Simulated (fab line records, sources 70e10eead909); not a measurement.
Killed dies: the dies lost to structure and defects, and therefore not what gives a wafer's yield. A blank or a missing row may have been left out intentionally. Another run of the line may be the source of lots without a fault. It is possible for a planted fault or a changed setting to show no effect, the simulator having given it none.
2 desks looking at one fault	flow nand_harc	only its own numbers are on each desk; what lay behind them is given at the end

## METROLOGY DESK
Means of the sampled wafers that have a number, per lot and without regard to the tool the lot ran on: this is what the gauges read. A lot is out of limits, marked OUT, if its mean lies more than 4 standard deviations from the usual mean; the brackets give that distance.
Columns: A = cd_nm at NHARC_A_SGD_CUT_CD_MEAS_09, usual 99.9 nm
lot	first seen here	A
L653	day 19 22:04	100.6
L654	day 19 22:41	100.8
L652	day 19 22:52	99.3
L659	day 23 05:25	99.9
L660	day 23 05:34	100.2
L656	day 23 08:46	99.8
L661	day 24 02:11	100.0
L657	day 24 19:55	99.6
L664	day 24 20:07	99.7
L668	day 25 15:55	99.6
L673	day 28 17:56	99.9
L674	day 28 21:49	98.6
L675	day 30 11:04	100.0
Result from this desk: across the 13 lots, nothing is out of limits.

## THE TOOL OWNER'S DESK: pecvd-01
The tool's own readings at NHARC_A_STAIRCASE_DEP_471 (deposits SiO2, target thk 100 nm): means of the sampled wafers that have a number, for each lot that ran on this tool. A lot is out of limits, marked OUT, if its mean lies more than 4 standard deviations from the usual mean; the brackets give that distance.
Columns: A = chamber_pressure_Torr at NHARC_A_STAIRCASE_DEP_471, usual 6.499 Torr; B = heater_power_w at NHARC_A_STAIRCASE_DEP_471, usual 578 W; C = mfc_precursor_sccm at NHARC_A_STAIRCASE_DEP_471, usual 161.4 sccm; D = showerhead_vpp_V at NHARC_A_STAIRCASE_DEP_471, usual 1846 V; E = throttle_valve_pct at NHARC_A_STAIRCASE_DEP_471, usual 16.1 %
lot	first seen here	A	B	C	D	E
L654	day 19 21:18	6.505	500	161.4	1923	16.4
L656	day 23 07:13	6.497	626	161.4	1861	16.4
L661	day 24 00:37	6.489	523	161.5	1907	16.1
L657	day 24 18:22	6.499	515	161.1	1888	15.9
L668	day 25 14:31	6.506	540	161.3	1894	16.3
L673	day 28 13:31	6.496	547	161.2	1882	16.6
L674	day 28 17:21	6.505	713	161.9	1828	16.1
Result from this desk: across the 7 lots, nothing is out of limits.

## PUT TOGETHER
Nothing out of limits was seen by the metrology desk.
Nothing out of limits was seen by the tool owner's desk.

## WHAT THE SIMULATOR HAD INSERTED
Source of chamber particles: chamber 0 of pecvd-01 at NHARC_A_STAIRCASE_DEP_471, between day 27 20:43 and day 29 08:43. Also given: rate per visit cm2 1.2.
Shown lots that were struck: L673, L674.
